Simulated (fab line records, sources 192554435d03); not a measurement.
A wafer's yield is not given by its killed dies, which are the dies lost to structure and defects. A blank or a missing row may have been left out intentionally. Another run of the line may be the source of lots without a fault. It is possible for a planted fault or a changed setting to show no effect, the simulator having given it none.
A struck lot beside a sound one ; flow n5-finfet ; 37 out of 1938 route steps
Sound: the wafers L853.1, L853.2, L853.4. Struck: wafer L859.4 (L859.1, L859.2, from the same lot, were not struck and are left out); the cause is given at the end.
For every step that has rows: the tool of each side, followed by ch and its chambers, followed by its first start. Under that, the readings that differ: sound wafers ; struck wafers ; difference of the means ; sigmas: that difference in standard deviations of wafers without a fault.
alike: readings with means less than 2 such deviations apart, plus words and numbers identical on both sides. not compared: withheld readings, readings lacking a value on some wafer, bounds such as >300 that could conceal the same value, and numbers that have no deviation in the record and whose values overlap.
Wherever a step has rows on one side only, a row that says differs or no value, or a row with sigmas, the two part there. Numbers that don't overlap but have no deviation are shown without sigmas and don't part them. A reading missing from all wafers of one side parts the sides only when that side holds two or more wafers.

first, 11 steps without rows for these wafers: N5_BEOL_M9_PRECLEAN_42 (cleans in residue remover, time 60 s); N5_BEOL_M9_SRD_43 (time 30 s); N5_BEOL_M9_CURE_72 (cures SiCOH lowk, time 120 s); N5_BEOL_M9_DEGAS_44 (time 60 s); N5_BEOL_M9_PRE_CLEAN_45 (time 30 s); N5_BEOL_M9_ALD_74 (deposits TaN, target thk 2 nm, pulse time 2 s, purge time 3 s); N5_BEOL_M9_SURFACE_TREAT_79; N5_BEOL_M9_CVD_78 (deposits Co from CCTBA/H2, target thk 2 nm, time 138.9 s); N5_BEOL_M9_SPUTTER_48 (material Cu, target thk 12 nm, time 2 s); N5_BEOL_M9_ECD_50 (material Cu, target thk 318 nm); N5_BEOL_M9_ANNEAL_51 (time 90 s).
N5_BEOL_M9_CMP_52: polishes, stops on SiCOH lowk, t overpolish 7 s, target thk 140 nm.
  sound on cmp-04 ch 0,2,3, day 10 12:43; struck on cmp-04 ch 0, day 13 04:02
  alike: barrier-field-endpoint-s, head-pressure-psi, motor-current-A, overpolish-run-s, pad-life-wafers, time-to-endpoint-s
then, 2 steps without rows for these wafers: N5_BEOL_M9_PRE_CLEAN_55 (time 15 s); N5_BEOL_M9_DEP_56 (deposits SiCN from 3MS/NH3, target thk 15 nm, time 26.5 s).
N5_BEOL_M9_INSPECT_58: inspects for defects (darkfield).
  sound: defect-inspect-02 at day 10 13:08; struck: defect-inspect-01 at day 13 04:29
reading;sound;struck;difference;sigmas
raw-defect-count;71 62 80;562;+491;+22
then, 12 steps without rows for these wafers: N5_BEOL_M10_ILD_DEP_00 (deposits SiCOH lowk from DEMS/porogen, target thk 308.51 nm, time 58 s); N5_BEOL_M10_CURE_71 (cures SiCOH lowk, time 240 s); N5_BEOL_M10_PECVD_70 (deposits SiO2 from TEOS/O2, target thk 20 nm, time 22.7 s); N5_BEOL_M10_HM_DEP_02 (deposits TiN, target thk 20 nm); N5_BEOL_M10_COAT_59 (time 60 s, resist thk 100 nm); N5_BEOL_M10_COAT_60 (time 60 s, resist thk 30 nm); N5_BEOL_M10_COAT_05 (resist thk 90 nm); N5_BEOL_M10_EBR_07; N5_BEOL_M10_SOFTBAKE_06 (time 60 s); N5_BEOL_M10_EXPOSE_08 (exposes mask M10); N5_BEOL_M10_PEB_09 (peb time 60 s); N5_BEOL_M10_DEVELOP_10 (develop time 30 s).
N5_BEOL_M10_INSPECT_13: inspects for defects (brightfield).
  sound: defect-inspect-02 at day 10 15:37; struck: defect-inspect-01 at day 13 06:18
reading;sound;struck;difference;sigmas
raw-defect-count;316 345 351;887;+550;+7
then, 7 steps without rows for these wafers: N5_BEOL_M10_DESCUM_16 (chemistry O2, time 7.9 s); N5_BEOL_M10_ETCH_61 (etches SiARC in CF4, target depth 39 nm, time 65 s); N5_BEOL_M10_ETCH_62 (etches SOC in N2/H2, target depth 110 nm, overetch 22 nm, time 165 s); N5_BEOL_M10_STRIP_68 (strips in N2/H2); N5_BEOL_M10_STRIP_67 (strips in CF4); N5_BEOL_M10_HM_OPEN_17 (chemistry Cl2/BCl3, target TiN, target depth 20 nm, overetch 6 nm); N5_BEOL_M10_STRIP_19 (strips in O2).
N5_BEOL_M10_INSPECT_30: inspects for defects (brightfield).
  sound: defect-inspect-02 at day 10 17:33; struck: defect-inspect-02 at day 13 07:59
reading;sound;struck;difference;sigmas
raw-defect-count;331 358 370;873;+520;+6
-- here the record skips 2 days between the struck wafers' starts before and after, leaving off in module BEOL_M10 and picking up in module PASSIVATION (first step shown: number 1936 of the route) --
N5_PASSIVATION_PROBE_49:
  rows exist in the record for the struck wafers here (prober-01, day 15 19:36), but not for the sound ones

== WHERE THEY PART ==
First at N5_BEOL_M9_INSPECT_58; last, within this record, at N5_PASSIVATION_PROBE_49.

WHY: whatever the simulator had introduced
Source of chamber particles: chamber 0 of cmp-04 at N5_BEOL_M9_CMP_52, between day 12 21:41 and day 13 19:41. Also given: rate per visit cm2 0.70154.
